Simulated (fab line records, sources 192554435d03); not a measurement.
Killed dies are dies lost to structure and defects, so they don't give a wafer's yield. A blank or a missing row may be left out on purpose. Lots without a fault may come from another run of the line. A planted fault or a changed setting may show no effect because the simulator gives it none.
fab line records | flow n5_finfet
record lots=6 wafers=17 last_day=18
route steps=1938 shown BEOL_M14@1739
lots that met no fault: from a run of the same line without faults
start_h: hours from the record's first day to the start of the lot's first wafer shown | wait_h: hours since the lot's step before | " the same as in the row above | L1.1+2: a row that stands for several wafers | - no value, or no start given | * or withheld: withheld | < > ~ a bound
route shown NAME@n: a module of which the file shows steps, and the number in the route of the first | usual: mean/standard deviation of fault-free wafers | same: alike in all rows | chamber/n: place in a boat | sites: the reading at each site | _std_site: their standard deviation | _edge_site: outer sites' mean less inner sites' | radius_mm: how far each site lies from the wafer's centre | mask NAME#n: copy n | behind: the tool/chamber that last shaped the wafer | hold: why the lot was held/for how many hours/how that ended | device: the transistor (n, p or np) that didn't switch | end of line: the same wafers' tests at the end of the route | a step without rows: its recipe alone | killed: dies lost to structure and defects at the first sort, not the wafer's yield | map: a wafer's dies, x killed, . not, _ none there
set.NAME: the setting as run; set.NAME@STEP: as run at that earlier step | model.NAME: the simulator's own value behind a step, which no gauge read
lots at some steps of the route; a table a step, a row a wafer
services: from which hour (start_h, from the record's first day; less than 0 if before it) a tool's chamber was out of use, for how many hours, and why
## steps
# step N5_BEOL_M14_COAT_22
# recipe spin_rpm=2888 resist_thk_nm=300
# step N5_BEOL_M14_EBR_24
# recipe solvent=PGMEA ebr_width_mm=1.5
# step N5_BEOL_M14_SOFTBAKE_23
# recipe temp_c=130 time_s=60
# step N5_BEOL_M14_EXPOSE_25
# recipe mask_id=M14 na=0.8 source_shape=annular sigma_inner=0.5 sigma_outer=0.8 polarization=unpolarized target_cd_nm=280 dose_mj=26.6
# step N5_BEOL_M14_PEB_26
# recipe peb_temp_c=130 peb_time_s=90
# step N5_BEOL_M14_DEVELOP_27
# recipe develop_time_s=45 rinse_liquid=diw dry=air_spin dev_temp_c=21
# step N5_BEOL_M14_HARDBAKE_32
# recipe temp_c=130 time_s=120
# step N5_BEOL_M14_CD_MEAS_28
# recipe target_cd_nm=284.4 landing_energy_ev=500 detector=se_inlens
# usual cd_nm=285.4/1.5
# columns lot.wafer tool chamber start_h wait_h cd_nm
L705.2 cd_sem-01 0 250.50 - 289.8
L705.3 " 0 " " 291.0
L705.5 " 0 " " 287.5
L711.2 cd_sem-01 0 311.43 - 284.8
L711.4 " 0 " " 282.7
L711.5 " 0 " " 285.5
L714.2 cd_sem-01 0 316.18 - 284.8
L714.3 " 0 " " 287.4
L714.6 " 0 " " 286.2
L717.2 cd_sem-02 0 343.26 - 283.7
L717.6 " 0 " " 284.7
L725.2 cd_sem-02 0 377.16 - 285.2
L725.3 " 0 " " 285.0
L725.5 " 0 " " 285.5
L723.1 cd_sem-02 0 391.49 - 285.0
L723.2 " 0 " " 285.9
L723.4 " 0 " " 284.8
# step N5_BEOL_M14_OVL_MEAS_29
# recipe points_per_wafer=44
# usual M14_OVL=-3/6.4
# columns lot.wafer tool chamber start_h wait_h M14_OVL[nm]
L705.2 overlay-02 0 250.53 0.0 -5
L705.3 " 0 " " -11
L705.5 " 0 " " -13
L711.2 overlay-01 0 311.46 0.0 -6
L711.4 " 0 " " -7
L711.5 " 0 " " -10
L714.2 overlay-02 0 316.21 0.0 -8
L714.3 " 0 " " -8
L714.6 " 0 " " -12
L717.2 overlay-02 0 343.29 0.0 -11
L717.6 " 0 " " -11
L725.2 overlay-02 0 377.19 0.0 -4
L725.3 " 0 " " -5
L725.5 " 0 " " -13
L723.1 overlay-01 0 391.52 0.0 0
L723.2 " 0 " " -5
L723.4 " 0 " " 10
# step N5_BEOL_M14_INSPECT_30
# recipe mode=adi inspect_instrument=macro
# usual raw_defect_count=2.0/1.4
# columns lot.wafer tool chamber start_h wait_h raw_defect_count
L705.2 defect_inspect-01 - 250.55 0.0 4
L705.3 " - " " 1
L705.5 " - " " 2
L711.2 defect_inspect-01 - 311.48 0.0 0
L711.4 " - " " 3
L711.5 " - " " 2
L714.2 defect_inspect-01 - 316.23 0.0 3
L714.3 " - " " 2
L714.6 " - " " 4
L717.2 defect_inspect-02 - 343.31 0.0 1
L717.6 " - " " 4
L725.2 defect_inspect-02 - 377.21 0.0 3
L725.3 " - " " 0
L725.5 " - " " 3
L723.1 defect_inspect-02 - 391.54 0.0 2
L723.2 " - " " 0
L723.4 " - " " 1
# step N5_BEOL_M14_DESCUM_33
# recipe chemistry=O2 time_s=7.9 source_power_w=50 bias_power_w=20 pressure_mtorr=20 rf_frequency_hz=2.712e+07 temp_c=40 o2_flow_sccm=225
# usual drypump_motor_current_A=5.9/0.54 o2_flow_sccm=225.0/0.72 oes_product_au=0.79/0.093 rf_vpp_V=243.4/1.4 showerhead_plenum_p_Torr=2.10/0.065 throttle_valve_pct=20.43/0.21
# columns lot.wafer tool chamber start_h wait_h drypump_motor_current_A o2_flow_sccm oes_product_au rf_hours_counter_h rf_vpp_V showerhead_plenum_p_Torr throttle_valve_pct
L705.2 rie_diel-06 2 250.63 0.1 4.9 224.6 0.67 232 245.1 2.14 20.85
L705.3 " 1 " " 5.5 224.0 0.69 212 242.3 1.99 20.92
L705.5 " 0 " " 5.8 225.2 0.67 - 240.6 1.96 20.63
L711.2 rie_diel-05 1 311.51 0.0 6.7 224.8 0.73 157 243.2 2.10 20.13
L711.4 " 2 " " 6.2 225.5 0.68 239 243.1 2.06 20.81
L711.5 " 1 " " 6.7 224.3 0.73 - 243.0 2.10 20.16
L714.2 rie_diel-05 3 316.67 0.4 5.5 225.6 0.79 92 241.0 2.03 20.38
L714.3 " 0 " " 6.4 223.8 0.77 142 242.4 2.08 20.37
L714.6 " 3 " " 5.5 224.9 0.80 - 240.7 2.03 20.36
L717.2 rie_diel-05 0 343.37 0.1 6.4 225.5 0.77 151 243.6 2.08 20.38
L717.6 " 3 " " 5.5 224.1 0.79 - 243.5 2.02 20.39
L725.2 rie_diel-02 0 377.25 0.0 5.7 223.9 0.73 214 242.1 2.07 20.61
L725.3 " 3 " " 5.7 225.7 0.92 18 243.6 2.07 20.40
L725.5 " 0 " " 5.7 224.6 0.74 - 241.7 2.07 20.61
L723.1 rie_diel-06 1 391.58 0.0 5.5 225.3 0.96 6 245.0 2.24 20.59
L723.2 " 0 " " 5.8 224.1 0.87 34 244.4 2.20 20.40
L723.4 " 1 " " 5.5 225.3 0.96 - 246.4 2.24 20.59
# step N5_BEOL_M14_ETCH_67
# recipe chemistry=CF4 target=SiARC target_depth_a=1430 time_s=238.3 ion_energy_ev=80 pressure_mtorr=40 source_w=545 bias_w=36 Ar_flow_sccm=100 cf4_flow_sccm=100 ends=cleared
# usual drypump_motor_current_A=5.9/0.54 etch_rf_on_time_s=239/7.2 oes_product_au=0.67/0.079 rf_vpp_V=184.2/1.2 showerhead_plenum_p_Torr=2.15/0.066 throttle_valve_pct=15.62/0.18
# columns lot.wafer tool chamber start_h wait_h drypump_motor_current_A etch_rf_on_time_s oes_product_au rf_hours_counter_h rf_vpp_V showerhead_plenum_p_Torr throttle_valve_pct
L705.2 rie_diel-06 2 250.67 0.0 4.9 253 0.56 232 184.6 2.20 16.11
L705.3 " 1 " " 5.5 243 0.58 212 183.4 2.04 16.05
L705.5 " 0 " " 5.8 244 0.58 - 181.2 2.02 15.93
L711.2 rie_diel-05 1 311.55 0.0 6.7 247 0.62 157 183.4 2.14 15.34
L711.4 " 2 " " 6.3 244 0.59 239 184.0 2.12 16.02
L711.5 " 1 " " 6.7 247 0.62 - 185.5 2.14 15.34
L714.2 rie_diel-05 3 316.71 0.0 5.5 244 0.67 92 183.5 2.07 15.48
L714.3 " 0 " " 6.4 228 0.67 142 183.5 2.15 15.69
L714.6 " 3 " " 5.4 245 0.68 - 183.9 2.07 15.49
L717.2 rie_diel-05 0 343.40 0.0 6.4 227 0.67 151 183.1 2.15 15.73
L717.6 " 3 " " 5.4 245 0.66 - 182.3 2.07 15.51
L725.2 rie_diel-02 0 377.28 0.0 5.7 239 0.62 214 183.6 2.12 15.79
L725.3 " 3 " " 5.7 225 0.80 18 183.9 2.11 15.43
L725.5 " 0 " " 5.7 240 0.62 - 182.9 2.12 15.80
L723.1 rie_diel-06 1 391.61 0.0 5.5 229 0.83 6 187.4 2.28 15.62
L723.2 " 0 " " 5.8 235 0.75 34 186.8 2.25 15.56
L723.4 " 1 " " 5.5 231 0.82 - 185.9 2.28 15.63
# step N5_BEOL_M14_ETCH_68
# recipe chemistry=N2/H2 target=SOC mask_material=SiARC source_w=3000 bias_w=350 temp_c=40 time_s=450 ion_energy_ev=200 pressure_mtorr=30 n2_flow_sccm=200 h2_flow_sccm=200
# usual drypump_motor_current_A=5.9/0.54 oes_product_au=0.79/0.093 rf_vpp_V=524.2/2.5 showerhead_plenum_p_Torr=2.55/0.083 throttle_valve_pct=17.74/0.23
# columns lot.wafer tool chamber start_h wait_h drypump_motor_current_A oes_product_au rf_hours_counter_h rf_vpp_V showerhead_plenum_p_Torr throttle_valve_pct model.SiARC_of_BEOL_M14_COAT_66.thk_nm model.BEOL_M14.cd_nm
L705.2 rie_diel-06 2 250.81 0.1 4.9 0.67 232 524.6 2.61 18.22 66.4 283.8
L705.3 " 1 " " 5.5 0.69 213 519.8 2.41 18.26 65.4 284.2
L705.5 " 0 " " 5.8 0.69 - 520.5 2.40 18.12 65.8 282.2
L711.2 rie_diel-05 1 311.69 0.1 6.7 0.73 158 524.8 2.53 17.44 66 277.4
L711.4 " 2 " " 6.3 0.68 239 523.8 2.52 18.34 65.8 280
L711.5 " 1 " " 6.7 0.73 - 522.9 2.53 17.45 66 279.8
L714.2 rie_diel-05 3 316.85 0.1 5.5 0.79 92 521.5 2.46 17.72 65 282.8
L714.3 " 0 " " 6.4 1.09 142 526.1 2.55 17.76 35.4 297.2
L714.6 " 3 " " 5.5 1.12 - 522.8 2.46 17.72 36.4 298.6
L717.2 rie_diel-05 0 343.55 0.1 6.5 0.77 152 523.7 2.54 17.78 64.8 277.8
L717.6 " 3 " " 5.5 1.10 - 522.3 2.46 17.74 37.6 295.6
L725.2 rie_diel-02 0 377.43 0.1 5.7 0.73 214 523.7 2.50 17.80 65.4 284.4
L725.3 " 3 " " 5.7 0.92 18 524.1 2.47 17.44 63.8 281
L725.5 " 0 " " 5.7 0.73 - 522.8 2.50 17.78 65.2 283.6
L723.1 rie_diel-06 1 391.76 0.1 5.5 0.96 7 527.6 2.71 17.85 63.8 280
L723.2 " 0 " " 5.8 0.88 34 528.1 2.70 17.79 64.2 283.2
L723.4 " 1 " " 5.5 0.97 - 528.2 2.71 17.85 63.8 279.4
# step N5_BEOL_M14_STRIP_69
# recipe chemistry=N2/H2 temp_c=40 n2_flow_sccm=200 h2_flow_sccm=200 rf_frequency_hz=6e+07
# step N5_BEOL_M14_TRENCH_ETCH_34
# recipe chemistry=C4F8/O2/Ar target=SiO2 target_depth_a=5566.5 mask_material=SOC he_inner_torr=15 he_outer_torr=30 time_s=126.9 ion_energy_ev=800 pressure_mtorr=20 source_w=1905 bias_w=2040 Ar_flow_sccm=400 C4F8_flow_sccm=16 O2_flow_sccm=12
# usual drypump_motor_current_A=5.9/0.54 oes_f_703_au=0.78/0.085 oes_product_au=0.79/0.093 rf_vpp_V=2240/37 showerhead_plenum_p_Torr=3.46/0.1 throttle_valve_pct=30.96/0.23
# columns lot.wafer tool chamber start_h wait_h drypump_motor_current_A oes_f_703_au oes_product_au rf_hours_counter_h rf_vpp_V showerhead_plenum_p_Torr throttle_valve_pct
L705.2 rie_diel-06 2 251.09 0.0 4.9 0.64 0.65 233 2257 3.54 31.47
L705.3 " 1 " " 5.5 0.67 0.68 213 2279 3.27 31.37
L705.5 " 0 " " 5.8 0.68 0.68 - 2162 3.24 30.96
L711.2 rie_diel-05 1 311.97 0.0 6.7 0.72 0.72 158 2259 3.46 30.65
L711.4 " 2 " " 6.2 0.68 0.67 239 2211 3.42 31.45
L711.5 " 1 " " 6.7 0.73 0.73 - 2259 3.46 30.67
L714.2 rie_diel-05 3 317.13 0.0 5.4 0.78 0.78 92 2250 3.35 30.99
L714.3 " 0 " " 6.4 0.78 0.79 142 2268 3.46 31.10
L714.6 " 3 " " 5.4 0.79 0.79 - 2251 3.35 30.97
L717.2 rie_diel-05 0 343.82 0.0 6.4 0.78 0.79 152 2268 3.46 31.13
L717.6 " 3 " " 5.4 0.78 0.77 - 2250 3.35 30.99
L725.2 rie_diel-02 0 377.70 0.0 5.7 0.73 0.73 214 2292 3.41 31.02
L725.3 " 3 " " 5.7 0.93 0.94 18 2207 3.40 30.99
L725.5 " 0 " " 5.7 0.72 0.72 - 2291 3.41 31.01
L723.1 rie_diel-06 1 392.03 0.0 5.5 0.93 0.96 7 2317 3.65 31.15
L723.2 " 0 " " 5.8 0.87 0.87 35 2196 3.61 30.96
L723.4 " 1 " " 5.5 0.92 0.95 - 2315 3.65 31.14
# step N5_BEOL_M14_STRIP_70
# recipe chemistry=C4F8/O2/Ar resist=SiARC rf_frequency_hz=6e+07
# step N5_BEOL_M14_OCD_MEAS_35
# usual trench_depth_nm=553/17
# columns lot.wafer tool chamber start_h wait_h trench_depth_nm
L705.2 ocd-02 - 251.24 0.0 521
L705.3 " - " " 538
L705.5 " - " " 536
L711.2 ocd-01 - 312.13 0.0 532
L711.4 " - " " 530
L711.5 " - " " 533
L714.2 ocd-02 - 317.28 0.0 538
L714.3 " - " " 579
L714.6 " - " " 535
L717.2 ocd-02 - 343.98 0.0 581
L717.6 " - " " 539
L725.2 ocd-01 - 377.86 0.0 551
L725.3 " - " " 589
L725.5 " - " " 548
L723.1 ocd-01 - 392.19 0.0 572
L723.2 " - " " 560
L723.4 " - " " 563
# step N5_BEOL_M14_STRIP_37
# recipe chemistry=O2 power_w=600 temp_c=60 pressure_mtorr=30 rf_frequency_hz=6e+07 bias_power_w=0 overash_fraction=0.3 o2_flow_sccm=225
# usual drypump_motor_current_A=5.9/0.56 o2_flow_sccm=225.1/0.68 oes_product_au=0.79/0.092 rf_vpp_V=3.6/0.94 showerhead_plenum_p_Torr=2.11/0.068 throttle_valve_pct=16.66/0.19
# columns lot.wafer tool chamber start_h wait_h drypump_motor_current_A o2_flow_sccm oes_product_au rf_hours_counter_h rf_vpp_V showerhead_plenum_p_Torr throttle_valve_pct
L705.2 rie_diel-02 2 252.75 1.5 6.1 224.6 0.77 137 4.4 2.10 16.64
L705.3 " 3 " " 5.7 224.3 0.69 229 1.3 2.09 17.02
L705.5 " 0 " " 5.7 225.0 0.75 - 3.2 2.09 16.78
L711.2 rie_diel-06 3 313.24 1.1 5.0 224.0 0.69 222 2.9 2.00 16.46
L711.4 " 0 " " 5.8 225.2 0.94 - 1.6 2.22 16.54
L711.5 " 3 " " 5.0 224.4 0.69 - 3.8 2.00 16.50
L714.2 rie_diel-02 1 317.82 0.5 6.7 226.2 0.77 128 3.2 2.19 16.45
L714.3 " 0 " " 5.7 225.2 0.75 191 2.3 2.08 16.83
L714.6 " 0 " " 5.7 224.1 0.74 - 3.4 2.08 16.80
L717.2 rie_diel-02 0 347.58 3.6 5.7 225.8 0.73 203 4.7 2.08 16.87
L717.6 " 3 " " 5.7 224.5 0.97 - 4.4 2.08 16.53
L725.2 rie_diel-06 1 378.65 0.8 5.5 224.7 1.00 0 3.8 2.24 16.71
L725.3 " 3 " " 5.0 225.0 0.67 247 5.4 1.99 16.52
L725.5 " 1 " " 5.5 224.8 1.00 - 4.6 2.24 16.73
L723.1 rie_diel-06 1 397.93 5.7 5.5 225.2 0.95 9 4.7 2.24 16.75
L723.2 " 2 " " 4.9 226.0 0.89 26 4.7 2.13 16.70
L723.4 " 0 " " 5.8 224.0 0.87 - 2.7 2.21 16.60
# step N5_BEOL_M14_ETCH_38
# recipe chemistry=CF4/N2 target=SiCN target_depth_a=1065 taper_deg=2 time_s=120.6 ion_energy_ev=150 mask_material=SiO2 pressure_mtorr=40 source_w=430 bias_w=70 Ar_flow_sccm=100 cf4_flow_sccm=60 n2_flow_sccm=60
# usual drypump_motor_current_A=5.9/0.56 oes_product_au=0.79/0.09 rf_vpp_V=382.5/2 showerhead_plenum_p_Torr=2.22/0.072 throttle_valve_pct=15.45/0.18
# columns lot.wafer tool chamber start_h wait_h drypump_motor_current_A oes_product_au rf_hours_counter_h rf_vpp_V showerhead_plenum_p_Torr throttle_valve_pct model.BEOL_M14.cd_nm
L705.2 rie_diel-02 2 - - 6.1 0.75 137 382.0 2.21 15.47 283.4
L705.3 " 3 " " 5.7 0.70 229 381.7 2.18 15.68 284.4
L705.5 " 0 " " 5.7 0.75 - 383.6 2.19 15.56 282
L711.2 rie_diel-06 3 - - 5.0 0.69 222 378.0 2.10 15.24 277.4
L711.4 " 0 " " 5.7 0.94 - 386.7 2.33 15.32 279.8
L711.5 " 3 " " 5.0 0.68 - 378.6 2.10 15.23 279.8
L714.2 rie_diel-02 1 - - 6.7 0.77 128 385.3 2.31 15.27 282.2
L714.3 " 0 " " 5.7 0.75 191 381.4 2.19 15.57 297.2
L714.6 " 0 " " 5.7 0.74 - 381.7 2.19 15.59 298
L717.2 rie_diel-02 0 - - 5.7 0.73 203 382.4 2.18 15.61 277.8
L717.6 " 3 " " 5.7 0.98 - 382.5 2.17 15.23 295.2
L725.2 rie_diel-06 1 - - 5.5 1.00 1 385.6 2.35 15.44 283.8
L725.3 " 3 " " 5.0 0.68 247 380.1 2.09 15.29 280.8
L725.5 " 1 " " 5.5 1.00 - 385.2 2.35 15.44 283.2
L723.1 rie_diel-06 1 - - 5.5 0.96 9 385.4 2.35 15.47 279.8
L723.2 " 2 " " 4.9 0.88 26 382.8 2.25 15.48 283.2
L723.4 " 0 " " 5.8 0.86 - 385.2 2.32 15.39 279.2
# step N5_BEOL_M14_PRECLEAN_39
# recipe chemistry=residue_remover time_s=60 temp_c=40
## services
# columns tool chamber start_h hours kind
rie_diel-06 - 227.77 0.4 repair
rie_diel-05 3 229.94 6.9 repair
rie_diel-05 2 235.44 7.4 repair
rie_diel-05 - 260.09 1.4 repair
rie_diel-06 0 287.51 - clean
rie_diel-06 0 287.51 - consumable_replace:focus_ring
rie_diel-06 0 287.51 - consumable_replace:showerhead
rie_diel-06 0 287.51 16.2 scheduled_down
rie_diel-06 0 287.51 16.2 vent_cycle
rie_diel-02 0 294.09 10.7 repair
rie_diel-06 2 303.85 - clean
rie_diel-06 2 303.85 - consumable_replace:focus_ring
rie_diel-06 2 303.85 30.6 scheduled_down
rie_diel-06 2 303.85 30.6 vent_cycle
rie_diel-06 1 306.01 2.9 repair
rie_diel-06 1 359.91 - clean
rie_diel-06 1 359.91 - consumable_replace:focus_ring
rie_diel-06 1 359.91 - consumable_replace:showerhead
rie_diel-06 1 359.91 17.4 scheduled_down
rie_diel-06 1 359.91 17.4 vent_cycle
rie_diel-06 3 387.41 - clean
rie_diel-06 3 387.41 - consumable_replace:focus_ring
rie_diel-06 3 387.41 - consumable_replace:showerhead
rie_diel-05 2 387.56 4.7 repair
## key
first_sign step=N5_BEOL_M14_ETCH_68 reading=oes_product_au direction=up sigmas=3.3 usual=0.79 struck=1.10
effect none on later readings
model_effect step=N5_BEOL_M14_ETCH_68 value=SiARC_of_BEOL_M14_COAT_66.thk_nm without=65.07 struck=36.47
model_effect step=N5_BEOL_M14_ETCH_38 value=BEOL_M14.cd_nm without=283 struck=296.8
met_at N5_BEOL_M14_ETCH_68
struck_wafers L714.3,L714.6,L717.6
onset_between 311.69 316.85
fault kind=process_parameter_drift tool=rie_diel-05 chamber=- onset_h=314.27 steps=N5_BEOL_M14_ETCH_68 channel=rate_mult offset=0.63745 shape=step end_h=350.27 scope=struck_wafers_only
